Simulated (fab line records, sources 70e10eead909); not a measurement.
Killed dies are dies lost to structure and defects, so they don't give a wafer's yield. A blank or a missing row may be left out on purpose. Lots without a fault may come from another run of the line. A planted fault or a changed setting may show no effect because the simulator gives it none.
One fault seen from 2 desks | flow nand_harc | each desk has only its own numbers; what lay behind them comes last

THE TOOL OWNER'S DESK: litho_track-03
The tool's own readings at NHARC_P_ZERO_WELL_PEB_22 (peb time 85 s): means of the sampled wafers that have a number, for each lot that ran on this tool. A lot is out of limits, marked OUT, if its mean lies more than 4 standard deviations from the usual mean; the brackets give that distance.
Columns: A = heater_power_total_W at NHARC_P_ZERO_WELL_PEB_22, usual 163.96 W; B = plate_temp_C at NHARC_P_ZERO_WELL_PEB_22, usual 117.99 C
lot  | first seen here | A                | B
L331 | day 2 08:22     | 163.93           | 117.87
L335 | day 3 08:25     | 163.91           | 117.94
L339 | day 4 08:28     | 154.25 (-35) OUT | 112.66 (-38) OUT
L342 | day 5 02:24     | 154.01 (-36) OUT | 112.65 (-38) OUT
This desk's finding: out of limits on L339, L342; first on L339, day 4 08:28 (heater_power_total_W at NHARC_P_ZERO_WELL_PEB_22). In limits: L331, L335.

THE METROLOGY DESK
What the gauges read, lot by lot, whatever tool the lot ran on: means of the sampled wafers that have a number. A lot is out of limits, marked OUT, if its mean lies more than 4 standard deviations from the usual mean; the brackets give that distance.
Columns: A = cd_nm at NHARC_P_ZERO_WELL_CD_MEAS_24, usual 719.9 nm
lot  | first seen here | A
L330 | day 2 02:28     | 716.6
L331 | day 2 08:28     | 721.2
L333 | day 2 20:32     | 715.1
L334 | day 3 02:28     | 719.0
L335 | day 3 08:30     | 723.8
L339 | day 4 08:33     | 710.5
L340 | day 4 14:29     | 718.8
L342 | day 5 02:29     | 710.1
L346 | day 6 02:28     | 719.8
L348 | day 6 14:35     | 717.1
L349 | day 6 20:28     | 719.3
L350 | day 7 02:44     | 719.9
This desk's finding: nothing out of limits on any of the 12 lots.

PUT TOGETHER
The tool owner's desk could have raised an alarm at day 4 08:28, on L339, L342.
The metrology desk saw nothing out of limits.
The metrology desk has L339, L342 on record, within its limits.
Of the lots named, all ran NHARC_P_ZERO_WELL_PEB_22 on litho_track-03.

WHAT THE SIMULATOR HAD PUT IN
Process parameter drift: litho_track-03, from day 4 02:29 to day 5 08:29, at NHARC_P_ZERO_WELL_PEB_22. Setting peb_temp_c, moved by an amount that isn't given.
Lots struck among those shown: L339, L342.
Hours from the fault's start to each desk's first reading out of limits: the tool owner's desk, 6.
